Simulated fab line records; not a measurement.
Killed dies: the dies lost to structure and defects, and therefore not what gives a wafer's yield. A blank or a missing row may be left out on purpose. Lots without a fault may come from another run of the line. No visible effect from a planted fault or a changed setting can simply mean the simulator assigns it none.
fab line records ; flow n5-finfet
record: lots: 12; wafers: 35; last-day: 20
route steps=1938 shown PASS1_DEP@1831 MIM_BOT@1832 MIM_TOP@1836 MIM_TOP_LITHO@1844 PASSIVATION@1936
lots that met no fault: taken from a fault-free run of the same line
start-h: the number of hours between the record's first day and the start of the first shown wafer of the lot ; wait-h: how many hours have passed since the lot's step before this one ; " as in the row above ; L1.1+2: a row that stands for several wafers ; - no value, or no start given ; * or withheld: withheld ; < > ~ a bound
route shown NAME@n: NAME is a module with steps in the file, n the number in the route of the first one ; usual: mean and standard deviation over wafers with no fault ; same: alike in all rows ; chamber/n: place in a boat ; sites: readings site by site ; _std_site: their standard deviation ; _edge_site: inner sites' mean taken away from outer sites' mean ; radius-mm: how far each site lies from the wafer's centre ; mask NAME#n: copy n ; behind: the tool/chamber that last shaped the wafer ; hold: why the lot was held/for how many hours/how that ended ; device: transistor that didn't switch, given as n, p or np ; end of line: tests of these same wafers at the route's end ; where a step has no rows: the recipe by itself ; killed: dies that structure and defects cost at the first sort, which is not the same as the wafer's yield ; map: a wafer's dies, marking killed ones x, the rest . and places with no die _
set.NAME: the run value of the setting; set.NAME@STEP: its run value at that earlier step ; model.NAME: the simulator's own value behind a step, which no gauge read
steps of the route over a sample of lots; a table a step, a row a wafer
services: from which hour (start-h, from the record's first day; less than 0 if before it) a tool's chamber was out of use, for how many hours, and why
== steps ==
step: N5_PASSIVATION_PECVD_00
recipe: material: SiO2; target-thk-a: 2000; temp-c: 400; precursor: SiH4/N2O; pressure-torr: 2.7; rf-w: 608; time-s: 11.2
usual: heater-power-outer-w: 376/64; heater-power-w: 641/69; showerhead-plenum-p-Torr: 8.17/0.072; throttle-valve-pct: 52.1/3
lot.wafer;tool;chamber;start-h;wait-h;heater-power-outer-w;heater-power-w;showerhead-plenum-p-Torr;throttle-valve-pct
L541.1;pecvd-02;2;297.85;0.8;329;611;8.10;51.7
L541.4;pecvd-02;0;297.85;0.8;514;780;8.27;50.5
L541.6;pecvd-02;1;297.85;0.8;376;630;8.15;50.2
L543.2;pecvd-01;2;310.15;0.7;316;552;8.25;48.7
L543.3;pecvd-01;0;310.15;0.7;282;537;8.13;52.7
L543.5;pecvd-01;1;310.15;0.7;278;599;8.09;59.2
L542.1;pecvd-01;0;310.88;0.8;309;563;8.12;52.6
L542.4;pecvd-01;0;310.88;0.8;324;551;8.13;52.8
L542.5;pecvd-01;2;310.88;0.8;415;677;8.25;49.0
L545.1;pecvd-02;1;325.50;0.8;391;616;8.13;50.0
L545.4;pecvd-02;1;325.50;0.8;388;648;8.13;50.0
L545.6;pecvd-02;2;325.50;0.8;363;629;8.10;51.9
L547.2;pecvd-04;1;326.09;0.7;365;636;8.16;48.9
L547.3;pecvd-04;2;326.09;0.7;468;724;8.10;53.6
L547.6;pecvd-04;2;326.09;0.7;477;738;8.10;53.8
L548.1;pecvd-02;0;328.22;0.8;520;763;8.26;50.5
L548.4;pecvd-02;0;328.22;0.8;505;772;8.26;50.5
L548.5;pecvd-02;1;328.22;0.8;376;617;8.13;50.0
L546.4;pecvd-04;2;328.52;0.4;451;715;8.09;53.9
L546.5;pecvd-04;0;328.52;0.4;294;580;8.27;53.0
L546.6;pecvd-04;1;328.52;0.4;399;696;8.16;48.7
L550.1;pecvd-02;2;343.74;0.8;312;570;8.08;52.2
L550.4;pecvd-02;1;343.74;0.8;374;630;8.13;50.0
L550.6;pecvd-02;2;343.74;0.8;325;578;8.11;52.4
L552.3;pecvd-04;2;363.19;0.5;440;692;8.10;53.8
L552.4;pecvd-04;1;363.19;0.5;317;552;8.17;48.7
L561.2;pecvd-04;2;409.98;0.7;492;739;8.09;54.4
L561.4;pecvd-04;0;409.98;0.7;328;614;8.26;52.9
L561.5;pecvd-04;2;409.98;0.7;482;735;8.11;54.3
L562.1;pecvd-04;1;428.38;0.8;344;574;8.14;46.8
L562.3;pecvd-04;0;428.38;0.8;258;530;8.25;53.0
L562.6;pecvd-04;1;428.38;0.8;362;607;8.13;46.7
L564.1;pecvd-02;2;452.58;0.8;323;560;8.10;53.4
L564.2;pecvd-02;1;452.58;0.8;387;633;8.12;50.4
L564.5;pecvd-02;0;452.58;0.8;417;657;8.25;50.4
step: N5_MIM_BOT_DEGAS_01
recipe: ambient: vacuum; temp-c: 300; time-s: 60
usual: heater-power-w: 465/27
lot.wafer;tool;chamber;start-h;wait-h;heater-power-w
L541.1;pvd-sputter-03;-;298.78;0.9;453
L541.4;pvd-sputter-03;-;298.78;0.9;448
L541.6;pvd-sputter-03;-;298.78;0.9;492
L543.2;pvd-sputter-02;-;310.84;0.7;490
L543.3;pvd-sputter-02;-;310.84;0.7;509
L543.5;pvd-sputter-02;-;310.84;0.7;475
L542.1;pvd-sputter-01;-;311.42;0.5;464
L542.4;pvd-sputter-01;-;311.42;0.5;450
L542.5;pvd-sputter-01;-;311.42;0.5;477
L545.1;pvd-sputter-01;-;325.67;0.2;443
L545.4;pvd-sputter-01;-;325.67;0.2;400
L545.6;pvd-sputter-01;-;325.67;0.2;486
L547.2;pvd-sputter-02;-;326.33;0.2;489
L547.3;pvd-sputter-02;-;326.33;0.2;445
L547.6;pvd-sputter-02;-;326.33;0.2;502
L548.1;pvd-sputter-02;-;328.73;0.5;450
L548.4;pvd-sputter-02;-;328.73;0.5;488
L548.5;pvd-sputter-02;-;328.73;0.5;503
L546.4;pvd-sputter-02;-;329.33;0.8;453
L546.5;pvd-sputter-02;-;329.33;0.8;490
L546.6;pvd-sputter-02;-;329.33;0.8;482
L550.1;pvd-sputter-02;-;344.42;0.7;450
L550.4;pvd-sputter-02;-;344.42;0.7;495
L550.6;pvd-sputter-02;-;344.42;0.7;501
L552.3;pvd-sputter-03;-;364.25;1.0;454
L552.4;pvd-sputter-03;-;364.25;1.0;484
L561.2;pvd-sputter-02;-;411.74;1.8;485
L561.4;pvd-sputter-02;-;411.74;1.8;455
L561.5;pvd-sputter-02;-;411.74;1.8;496
L562.1;pvd-sputter-03;-;429.81;1.4;492
L562.3;pvd-sputter-03;-;429.81;1.4;445
L562.6;pvd-sputter-03;-;429.81;1.4;453
L564.1;pvd-sputter-03;-;454.64;2.0;458
L564.2;pvd-sputter-03;-;454.64;2.0;482
L564.5;pvd-sputter-03;-;454.64;2.0;454
step: N5_MIM_TOP_ALD_02
recipe: material: Al2O3; target-thk-a: *; temp-c: withheld; ald-precursor-family: TMA; ald-co-reactant: O3; pulse-time-s: withheld; purge-time-s: 3; co-reactant-purge-time-s: withheld; co-reactant-pulse-time-s: 3; ald-cycles: withheld
usual: precursor-pulse-height-rel: 1.001/0.02
lot.wafer;tool;chamber;start-h;wait-h;precursor-pulse-height-rel
L541.1;ald-hk-03;2;-;-;1.037
L541.4;ald-hk-03;0;-;-;0.982
L541.6;ald-hk-03;2;-;-;1.019
L543.2;ald-hk-02;1;-;-;0.988
L543.3;ald-hk-02;3;-;-;1.027
L543.5;ald-hk-02;0;-;-;1.003
L542.1;ald-hk-03;0;-;-;1.043
L542.4;ald-hk-03;2;-;-;1.017
L542.5;ald-hk-03;2;-;-;0.990
L545.1;ald-hk-03;3;-;-;0.989
L545.4;ald-hk-03;0;-;-;0.973
L545.6;ald-hk-03;1;-;-;0.989
L547.2;ald-hk-01;1;-;-;0.998
L547.3;ald-hk-01;3;-;-;1.018
L547.6;ald-hk-01;3;-;-;0.981
L548.1;ald-hk-03;2;-;-;1.014
L548.4;ald-hk-03;3;-;-;1.010
L548.5;ald-hk-03;3;-;-;1.032
L546.4;ald-hk-02;3;-;-;0.969
L546.5;ald-hk-02;1;-;-;1.007
L546.6;ald-hk-02;2;-;-;1.008
L550.1;ald-hk-02;1;-;-;1.011
L550.4;ald-hk-02;3;-;-;0.983
L550.6;ald-hk-02;3;-;-;1.022
L552.3;ald-hk-02;1;-;-;1.024
L552.4;ald-hk-02;3;-;-;1.037
L561.2;ald-hk-03;2;-;-;1.023
L561.4;ald-hk-03;0;-;-;1.005
L561.5;ald-hk-03;3;-;-;0.992
L562.1;ald-hk-03;0;-;-;1.044
L562.3;ald-hk-03;2;-;-;0.967
L562.6;ald-hk-03;3;-;-;0.972
L564.1;ald-hk-01;3;-;-;1.026
L564.2;ald-hk-01;2;-;-;0.971
L564.5;ald-hk-01;2;-;-;0.989
step: N5_MIM_TOP_LITHO_PEB_06
recipe: peb-temp-c: withheld; peb-time-s: *
lot.wafer;tool;chamber;start-h;wait-h
L541.1+4+6;litho-track-03;0;299.71;0.1
L543.2+3+5;litho-track-02;0;311.87;0.0
L542.1+4+5;litho-track-02;0;314.57;0.1
L545.1+4+6;litho-track-03;0;326.93;0.1
L547.2+3+6;litho-track-03;0;328.57;0.0
L548.1+4+5;litho-track-02;0;331.29;0.1
L546.4+5+6;litho-track-02;0;332.07;0.0
L550.1+4+6;litho-track-03;0;345.65;0.1
L552.3+4;litho-track-02;0;365.58;0.0
L561.2+4+5;litho-track-03;0;413.28;0.0
L562.1+3+6;litho-track-03;0;431.16;0.1
L564.1+2+5;litho-track-03;0;456.18;0.1
step: N5_MIM_TOP_LITHO_CD_MEAS_08
recipe: target-cd-nm: 2000; landing-energy-ev: 500; detector: se-inlens
usual: cd-nm: 1999.7/1.2
lot.wafer;tool;chamber;start-h;wait-h;cd-nm
L541.1;cd-sem-02;0;299.83;-;2000.5
L541.4;cd-sem-02;0;299.83;-;1999.4
L541.6;cd-sem-02;0;299.83;-;2000.9
L543.2;cd-sem-03;0;311.99;-;2000.3
L543.3;cd-sem-03;0;311.99;-;1998.1
L543.5;cd-sem-03;0;311.99;-;1999.8
L542.1;cd-sem-02;0;314.69;-;1999.3
L542.4;cd-sem-02;0;314.69;-;1997.7
L542.5;cd-sem-02;0;314.69;-;1999.2
L545.1;cd-sem-01;0;327.05;-;2001.4
L545.4;cd-sem-01;0;327.05;-;1999.6
L545.6;cd-sem-01;0;327.05;-;2000.3
L547.2;cd-sem-03;0;328.69;-;1999.7
L547.3;cd-sem-03;0;328.69;-;2000.3
L547.6;cd-sem-03;0;328.69;-;2000.2
L548.1;cd-sem-03;0;331.41;-;2000.9
L548.4;cd-sem-03;0;331.41;-;2000.1
L548.5;cd-sem-03;0;331.41;-;1999.2
L546.4;cd-sem-01;0;332.19;-;2001.1
L546.5;cd-sem-01;0;332.19;-;2000.2
L546.6;cd-sem-01;0;332.19;-;2001.5
L550.1;cd-sem-02;0;345.77;-;2000.5
L550.4;cd-sem-02;0;345.77;-;1998.1
L550.6;cd-sem-02;0;345.77;-;1999.0
L552.3;cd-sem-03;0;365.70;-;2003.5
L552.4;cd-sem-03;0;365.70;-;1997.9
L561.2;cd-sem-01;0;413.40;-;2000.7
L561.4;cd-sem-01;0;413.40;-;2000.8
L561.5;cd-sem-01;0;413.40;-;2002.1
L562.1;cd-sem-02;0;431.28;-;2000.2
L562.3;cd-sem-02;0;431.28;-;1999.1
L562.6;cd-sem-02;0;431.28;-;1998.8
L564.1;cd-sem-03;0;456.30;-;1999.9
L564.2;cd-sem-03;0;456.30;-;2000.6
L564.5;cd-sem-03;0;456.30;-;1998.6
step: N5_PASSIVATION_PROBE_49
usual: defect-limited-yield: 91.1/1.5; killed_at_M0_to_M3: 36/11; killed_at_M4_up: 14/5.6; killed-at-contacts: 11/5.6; killed-at-front-end: 40/12; killed-at-other: 4/3.2; killed-dies: 105/17; killed-open: 69/12; killed-short: 34/8.4; sort_bin_5_function: 5.2/0.95; sort_bin_6_memory: 3.3/0.63; sort-n-pass: 1075/17; sort-yield-pct: 91.1/1.5
same: gross-dies: 1180; killed-at-back-side: 0; sort_bin_4_leakage[%]: 0; sort_bin_8_speed[%]: 0
lot.wafer;tool;chamber;start-h;wait-h;defect-limited-yield[%];killed_at_M0_to_M3;killed_at_M4_up;killed-at-contacts;killed-at-front-end;killed-at-other;killed-dies;killed-open;killed-short;sort_bin_5_function[%];sort_bin_6_memory[%];sort-n-pass;sort-yield-pct[%]
L541.1;prober-01;-;310.81;0.0;89.7;55;21;1;43;2;122;92;30;5.9;4.2;1058;89.7
L541.4;prober-01;-;310.96;0.2;93.3;27;10;6;34;2;79;61;18;4.0;2.6;1101;93.3
L541.6;prober-01;-;311.06;0.3;91.4;37;9;15;38;3;102;65;37;4.8;3.5;1078;91.4
L542.1;prober-01;-;324.07;0.0;87.8;54;17;28;40;5;144;99;41;7.6;4.0;1036;87.8
L542.4;prober-01;-;324.22;0.2;88.5;41;33;24;35;3;136;83;50;6.0;5.0;1044;88.5
L542.5;prober-01;-;324.27;0.2;89.3;44;21;6;52;3;126;78;44;6.5;3.3;1054;89.3
L543.2;prober-02;-;324.46;0.1;92.6;34;7;12;29;5;87;55;31;4.4;2.7;1093;92.6
L543.3;prober-02;-;324.51;0.1;90.4;25;19;21;38;10;113;70;36;5.3;3.7;1067;90.4
L543.5;prober-02;-;324.61;0.2;92.5;23;10;19;26;11;89;49;39;5.0;2.2;1091;92.5
L545.1;prober-01;-;339.11;0.0;93.5;21;6;10;39;1;77;46;31;4.3;1.9;1103;93.5
L545.4;prober-01;-;339.26;0.2;92.2;32;9;2;47;2;92;53;39;4.2;3.1;1088;92.2
L545.6;prober-01;-;339.36;0.3;93.2;22;9;6;38;5;80;60;20;4.0;2.6;1100;93.2
L547.2;prober-01;-;339.82;0.1;89.4;21;29;16;59;0;125;81;41;6.5;3.7;1055;89.4
L547.3;prober-01;-;339.87;0.1;89.2;23;15;15;73;1;127;77;44;5.7;4.2;1053;89.2
L547.6;prober-01;-;340.02;0.3;88.6;35;20;19;59;1;134;91;37;6.4;4.4;1046;88.6
L548.1;prober-01;-;343.21;0.0;89.2;51;14;12;44;7;128;77;50;6.1;4.3;1052;89.2
L548.4;prober-01;-;343.36;0.2;91.4;49;8;10;29;6;102;64;37;5.5;2.9;1078;91.4
L548.5;prober-01;-;343.41;0.2;91.2;33;14;11;41;5;104;67;37;4.9;3.6;1076;91.2
L546.4;prober-01;-;343.66;0.2;91.7;29;20;8;41;0;98;65;27;4.3;3.4;1082;91.7
L546.5;prober-01;-;343.71;0.3;90.7;37;21;17;33;2;110;79;31;4.9;4.1;1070;90.7
L546.6;prober-01;-;343.76;0.3;92.1;36;10;12;32;3;93;67;25;4.7;3.1;1087;92.1
L550.1;prober-02;-;357.41;0.0;93.1;33;11;3;33;1;81;51;27;4.0;2.5;1099;93.1
L550.4;prober-02;-;357.56;0.2;91.9;32;13;12;33;6;96;60;30;4.1;3.6;1084;91.9
L550.6;prober-02;-;357.66;0.3;91.4;36;8;16;40;1;101;70;31;5.4;3.0;1079;91.4
L552.3;prober-01;-;383.49;0.1;89.0;60;11;8;47;4;130;95;31;6.0;4.1;1050;89.0
L552.4;prober-01;-;383.54;0.2;91.4;34;6;19;37;6;102;71;31;5.4;2.9;1078;91.4
L561.2;prober-01;-;426.52;0.1;90.3;26;25;6;58;0;115;73;40;5.6;3.8;1065;90.3
L561.4;prober-01;-;426.62;0.2;91.4;26;20;8;47;1;102;68;34;4.5;4.0;1078;91.4
L561.5;prober-01;-;426.67;0.2;88.7;39;7;12;75;0;133;80;51;6.8;3.8;1047;88.7
L562.1;prober-02;-;443.28;0.0;92.2;27;21;20;23;1;92;74;18;5.1;2.7;1088;92.2
L562.3;prober-02;-;443.38;0.1;92.9;28;6;15;34;1;84;56;27;3.6;3.1;1096;92.9
L562.6;prober-02;-;443.53;0.3;87.9;43;22;20;49;9;143;97;46;7.5;4.3;1037;87.9
L564.1;prober-01;-;468.48;0.0;91.4;35;10;5;50;2;102;64;38;5.3;3.3;1078;91.4
L564.2;prober-01;-;468.53;0.1;91.9;42;15;10;18;10;95;69;26;4.3;3.6;1085;91.9
L564.5;prober-01;-;468.68;0.2;90.8;62;16;6;22;3;109;66;37;4.2;4.2;1071;90.8
killed by level:class
L541.1 BEOL_M2:geometric-particle:open=22 STI_FIN_REVEAL:geometric-particle:open=18 BEOL_M3:geometric-particle:open=10 BEOL_M0_SAQP:geometric-particle:open=7 BEOL_M5:geometric-particle:open=6 BEOL_M4:geometric-particle:open=6 STARTING-WAFER:geometric-particle:short=5 BEOL_M2:geometric-particle:short=4
L541.4 FIN_SAQP:geometric-particle:open=13 BEOL_M3:geometric-particle:open=9 STI_FIN_REVEAL:geometric-particle:open=6 BEOL_M2:geometric-particle:open=6 BEOL_M0_SAQP:geometric-particle:short=6 FIN_SAQP:geometric-particle:short=5 BEOL_M0_SAQP:geometric-particle:open=5 BEOL_M4:geometric-particle:open=5
L541.6 MOL_CONTACT_COAG:geometric-particle:open=13 BEOL_M2:geometric-particle:open=12 FIN_SAQP:geometric-particle:short=8 BEOL_M0:geometric-particle:open=6 STI_FIN_REVEAL:geometric-particle:open=5 GATE_CUT:geometric-particle:short=5 BEOL_M3:geometric-particle:open=5 DUMMY_GATE:geometric-particle:open=4
L542.1 MOL_CONTACT_COAG:geometric-particle:open=23 BEOL_M2:geometric-particle:open=17 DUMMY_GATE:geometric-particle:open=10 BEOL_M0_SAQP:geometric-particle:open=10 BEOL_M0_SAQP:geometric-particle:short=8 STI_FIN_REVEAL:geometric-particle:open=7 BEOL_M4:geometric-particle:open=7 FIN_SAQP:geometric-particle:open=6
L542.4 BEOL_M4:geometric-particle:open=17 MOL_CONTACT_COAG:geometric-particle:open=15 BEOL_M0_SAQP:geometric-particle:short=10 MOL_CONTACT_COAG:geometric-particle:short=9 FIN_SAQP:geometric-particle:open=8 BEOL_M3:geometric-particle:open=8 FIN_SAQP:geometric-particle:short=6 DUMMY_GATE:geometric-particle:open=6
L542.5 BEOL_M2:geometric-particle:open=10 STI_FIN_REVEAL:geometric-particle:open=9 BEOL_M1:geometric-particle:open=9 FIN_SAQP:geometric-particle:open=8 BEOL_M0_SAQP:geometric-particle:short=7 BEOL_M0_SAQP:geometric-particle:open=7 BEOL_M4:geometric-particle:open=6 FIN_SAQP:geometric-particle:short=5
L543.2 STI_FIN_REVEAL:geometric-particle:open=12 BEOL_M0_SAQP:geometric-particle:short=12 MOL_CONTACT_COAG:geometric-particle:open=10 BEOL_M2:geometric-particle:open=10 BEOL_M0_SAQP:geometric-particle:open=8 STARTING-WAFER:geometric-particle:short=6 BEOL_M8:geometric-particle:open=3 STARTING-WAFER:geometric-particle:open=3
L543.3 MOL_CONTACT_COAG:geometric-particle:open=19 BEOL_M0_SAQP:geometric-particle:short=7 BEOL_M5:geometric-particle:open=7 BEOL_M0_SAQP:geometric-particle:open=6 STI_FIN_REVEAL:geometric-particle:open=5 FIN_SAQP:geometric-particle:open=4 BEOL_M2:geometric-particle:open=4 STARTING-WAFER:geometric-particle:short=4
L543.5 MOL_CONTACT_COAG:geometric-particle:open=13 BEOL_M0_SAQP:geometric-particle:short=9 FIN_SAQP:geometric-particle:short=8 MOL_CONTACT_COAG:geometric-particle:short=6 BEOL_M2:geometric-particle:open=6 GATE_CUT:geometric-particle:short=5 BEOL_M0_SAQP:geometric-particle:open=5 BEOL_M4:geometric-particle:open=4
L545.1 FIN_SAQP:geometric-particle:short=14 BEOL_M2:geometric-particle:open=11 MOL_CONTACT_COAG:geometric-particle:open=10 GATE_CUT:geometric-particle:short=7 FIN_SAQP:geometric-particle:open=5 BEOL_M0_SAQP:geometric-particle:short=4 STARTING-WAFER:geometric-particle:open=4 STI_FIN_REVEAL:geometric-particle:open=3
L545.4 BEOL_M2:geometric-particle:open=14 FIN_SAQP:geometric-particle:open=10 FIN_SAQP:geometric-particle:short=10 STI_FIN_REVEAL:geometric-particle:open=6 BEOL_M2:geometric-particle:short=5 DUMMY_GATE:geometric-particle:open=4 GATE_CUT:geometric-particle:short=4 STARTING-WAFER:geometric-particle:short=4
L545.6 BEOL_M2:geometric-particle:open=8 FIN_SAQP:geometric-particle:open=7 STI_FIN_REVEAL:geometric-particle:open=7 GATE_CUT:geometric-particle:short=7 MOL_CONTACT_COAG:geometric-particle:open=6 BEOL_M1:geometric-particle:open=6 FIN_SAQP:geometric-particle:short=3 DUMMY_GATE:geometric-particle:open=3
L547.2 BEOL_M4:geometric-particle:open=21 FIN_SAQP:geometric-particle:short=15 MOL_CONTACT_COAG:geometric-particle:open=15 STI_FIN_REVEAL:geometric-particle:open=10 FIN_SAQP:geometric-particle:open=7 DUMMY_GATE:geometric-particle:open=7 BEOL_M0_SAQP:geometric-particle:short=6 BEOL_M2:geometric-particle:open=6
L547.3 STI_FIN_REVEAL:geometric-particle:open=13 FIN_SAQP:geometric-particle:open=11 MOL_CONTACT_COAG:geometric-particle:open=11 FIN_SAQP:geometric-particle:short=10 DUMMY_GATE:geometric-particle:open=9 GATE_CUT:geometric-particle:short=8 BEOL_M0_SAQP:geometric-particle:short=7 BEOL_M4:geometric-particle:open=5
L547.6 STI_FIN_REVEAL:geometric-particle:open=16 MOL_CONTACT_COAG:geometric-particle:open=15 GATE_CUT:geometric-particle:short=9 BEOL_M3:geometric-particle:open=8 BEOL_M4:geometric-particle:open=8 FIN_SAQP:geometric-particle:open=6 BEOL_M0_SAQP:geometric-particle:open=6 BEOL_M1:geometric-particle:open=6
L548.1 BEOL_M0_SAQP:geometric-particle:short=16 BEOL_M3:geometric-particle:open=11 STI_FIN_REVEAL:geometric-particle:open=10 MOL_CONTACT_COAG:geometric-particle:open=9 BEOL_M0_SAQP:geometric-particle:open=8 FIN_SAQP:geometric-particle:open=7 BEOL_M3:geometric-particle:short=7 BEOL_M2:geometric-particle:open=5
L548.4 BEOL_M1:geometric-particle:open=14 MOL_CONTACT_COAG:geometric-particle:open=8 BEOL_M2:geometric-particle:open=7 BEOL_M0_SAQP:geometric-particle:open=7 BEOL_M0_SAQP:geometric-particle:short=7 FIN_SAQP:geometric-particle:open=6 STI_FIN_REVEAL:geometric-particle:open=6 BEOL_M1:geometric-particle:short=5
L548.5 BEOL_M1:geometric-particle:open=9 STI_FIN_REVEAL:geometric-particle:open=9 BEOL_M0_SAQP:geometric-particle:short=9 DUMMY_GATE:geometric-particle:open=7 MOL_CONTACT_COAG:geometric-particle:open=7 FIN_SAQP:geometric-particle:open=5 BEOL_M6:geometric-particle:open=5 BEOL_M2:geometric-particle:open=5
L546.4 FIN_SAQP:geometric-particle:open=10 STI_FIN_REVEAL:geometric-particle:open=8 MOL_CONTACT_COAG:geometric-particle:open=8 BEOL_M0_SAQP:geometric-particle:open=8 BEOL_M4:geometric-particle:open=8 BEOL_M0_SAQP:geometric-particle:short=7 STARTING-WAFER:geometric-particle:short=6 HKMG_FIN:area-etch=6
L546.5 MOL_CONTACT_COAG:geometric-particle:open=14 BEOL_M1:geometric-particle:open=10 FIN_SAQP:geometric-particle:open=10 FIN_SAQP:geometric-particle:short=10 BEOL_M3:geometric-particle:open=10 BEOL_M0_SAQP:geometric-particle:open=7 BEOL_M0_SAQP:geometric-particle:short=6 BEOL_M4:geometric-particle:short=6
L546.6 FIN_SAQP:geometric-particle:open=12 MOL_CONTACT_COAG:geometric-particle:open=9 BEOL_M3:geometric-particle:open=8 BEOL_M1:geometric-particle:open=6 BEOL_M2:geometric-particle:open=6 BEOL_M0_SAQP:geometric-particle:short=5 DUMMY_GATE:geometric-particle:open=4 STARTING-WAFER:geometric-particle:open=4
L550.1 BEOL_M0_SAQP:geometric-particle:open=10 FIN_SAQP:geometric-particle:open=7 BEOL_M0_SAQP:geometric-particle:short=7 FIN_SAQP:geometric-particle:short=6 BEOL_M2:geometric-particle:open=5 BEOL_M3:geometric-particle:open=5 STI_FIN_REVEAL:geometric-particle:open=4 BEOL_M4:geometric-particle:open=4
L550.4 BEOL_M0_SAQP:geometric-particle:short=9 BEOL_M3:geometric-particle:open=9 MOL_CONTACT_COAG:geometric-particle:open=8 DUMMY_GATE:geometric-particle:open=7 FIN_SAQP:geometric-particle:open=6 BEOL_M0_SAQP:geometric-particle:open=5 BEOL_M4:geometric-particle:open=5 MOL_CONTACT_COAG:geometric-particle:short=4
L550.6 FIN_SAQP:geometric-particle:short=14 MOL_CONTACT_COAG:geometric-particle:open=14 BEOL_M1:geometric-particle:open=10 STI_FIN_REVEAL:geometric-particle:open=9 FIN_SAQP:geometric-particle:open=7 BEOL_M0_SAQP:geometric-particle:open=7 BEOL_M3:geometric-particle:open=7 BEOL_M5:geometric-particle:open=4
L552.3 BEOL_M2:geometric-particle:open=14 FIN_SAQP:geometric-particle:open=12 BEOL_M1:geometric-particle:open=10 STI_FIN_REVEAL:geometric-particle:open=9 BEOL_M0_SAQP:geometric-particle:open=9 BEOL_M0:geometric-particle:open=9 MOL_CONTACT_COAG:geometric-particle:open=8 FIN_SAQP:geometric-particle:short=7
L552.4 MOL_CONTACT_COAG:geometric-particle:open=14 STI_FIN_REVEAL:geometric-particle:open=12 FIN_SAQP:geometric-particle:open=8 BEOL_M2:geometric-particle:open=8 BEOL_M0:geometric-particle:open=6 MOL_CONTACT_COAG:geometric-particle:short=5 BEOL_M3:geometric-particle:open=5 BEOL_M1:geometric-particle:open=4
L561.2 STI_FIN_REVEAL:geometric-particle:open=16 FIN_SAQP:geometric-particle:short=13 BEOL_M4:geometric-particle:open=9 BEOL_M2:geometric-particle:open=8 BEOL_M1:geometric-particle:open=7 FIN_SAQP:geometric-particle:open=6 GATE_CUT:geometric-particle:short=5 MOL_CONTACT_COAG:geometric-particle:open=5
L561.4 FIN_SAQP:geometric-particle:open=10 FIN_SAQP:geometric-particle:short=9 BEOL_M1:geometric-particle:open=9 BEOL_M3:geometric-particle:open=8 GATE_CUT:geometric-particle:short=7 BEOL_M4:geometric-particle:open=6 MOL_CONTACT_COAG:geometric-particle:open=6 DUMMY_GATE:geometric-particle:short=5
L561.5 FIN_SAQP:geometric-particle:open=27 FIN_SAQP:geometric-particle:short=15 BEOL_M2:geometric-particle:open=12 BEOL_M1:geometric-particle:open=7 GATE_CUT:geometric-particle:short=6 MOL_CONTACT_COAG:geometric-particle:short=6 MOL_CONTACT_COAG:geometric-particle:open=6 GATE_CUT:geometric-particle:open=5
L562.1 MOL_CONTACT_COAG:geometric-particle:open=18 BEOL_M4:geometric-particle:open=17 BEOL_M2:geometric-particle:open=12 DUMMY_GATE:geometric-particle:open=7 FIN_SAQP:geometric-particle:short=6 BEOL_M0:geometric-particle:open=4 FIN_SAQP:geometric-particle:open=3 BEOL_M3:geometric-particle:open=3
L562.3 MOL_CONTACT_COAG:geometric-particle:open=12 BEOL_M2:geometric-particle:open=9 STI_FIN_REVEAL:geometric-particle:open=7 BEOL_M0_SAQP:geometric-particle:open=6 STARTING-WAFER:geometric-particle:short=5 FIN_SAQP:geometric-particle:short=4 DUMMY_GATE:geometric-particle:open=4 FIN_SAQP:geometric-particle:open=3
L562.6 BEOL_M4:geometric-particle:open=17 MOL_CONTACT_COAG:geometric-particle:open=16 BEOL_M2:geometric-particle:open=13 STI_FIN_REVEAL:geometric-particle:open=11 FIN_SAQP:geometric-particle:short=10 DUMMY_GATE:geometric-particle:open=8 BEOL_M2:geometric-particle:short=8 GATE_CUT:geometric-particle:short=7
L564.1 FIN_SAQP:geometric-particle:open=13 BEOL_M2:geometric-particle:open=10 FIN_SAQP:geometric-particle:short=8 BEOL_M0_SAQP:geometric-particle:short=7 STI_FIN_REVEAL:geometric-particle:open=6 BEOL_M1:geometric-particle:open=6 BEOL_M3:geometric-particle:open=5 GATE_CUT:geometric-particle:short=5
L564.2 BEOL_M2:geometric-particle:open=10 BEOL_M0_SAQP:geometric-particle:open=8 MOL_CONTACT_COAG:geometric-particle:open=7 BEOL_M0_SAQP:geometric-particle:short=7 BEOL_M1:geometric-particle:open=6 BEOL_M3:geometric-particle:open=6 BEOL_M4:geometric-particle:open=6 MIM_TOP_ETCH:geometric-particle:short=4
L564.5 BEOL_M3:geometric-particle:open=14 BEOL_M2:geometric-particle:open=13 BEOL_M0_SAQP:geometric-particle:short=8 BEOL_M0_SAQP:geometric-particle:open=7 BEOL_M1:geometric-particle:open=7 BEOL_M4:geometric-particle:open=7 FIN_SAQP:geometric-particle:open=5 BEOL_M2:geometric-particle:short=5
== services ==
tool;chamber;start-h;hours;kind
pecvd-04;0;282.82;14.2;repair
ald-hk-02;-;290.83;1.2;repair
pvd-sputter-02;-;295.39;5.2;repair
pecvd-04;1;297.78;5.5;scheduled-down
pecvd-01;0;353.33;2.1;scheduled-down
ald-hk-01;-;357.83;14.6;pm
pvd-sputter-02;-;366.81;8.6;repair
pecvd-01;1;370.45;5.5;scheduled-down
pecvd-04;1;383.62;-;clean
pecvd-04;1;383.62;-;consumable-replace:showerhead
pecvd-04;1;383.62;29.0;scheduled-down
pecvd-04;1;383.62;29.0;vent-cycle
pvd-sputter-02;-;396.80;1.1;repair
ald-hk-01;-;398.25;6.0;pm
pecvd-01;-;411.46;2.8;pm
pecvd-04;0;416.56;4.7;repair
pecvd-04;2;424.58;5.5;scheduled-down
== key ==
first-sign: step: N5_MIM_TOP_LITHO_CD_MEAS_08; reading: cd-nm; direction: up; sigmas: 3.2; usual: 1999.7; struck: 2003.5
effect none on later readings
met-at N5_MIM_TOP_LITHO_PEB_06
struck-lots L552
struck-wafers L552.3
not-acting-at N5_PASSIVATION_PECVD_00,N5_MIM_BOT_DEGAS_01,N5_MIM_TOP_ALD_02
onset-between 332.07 365.58
fault: kind: process-parameter-drift; tool: litho-track-02; chamber: -; onset-h: 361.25; steps: N5_MIM_TOP_LITHO_PEB_06; channel: peb-time-s; offset: *; shape: step; end-h: 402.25; scope: struck-wafers-only; acts-in: *; stated: *
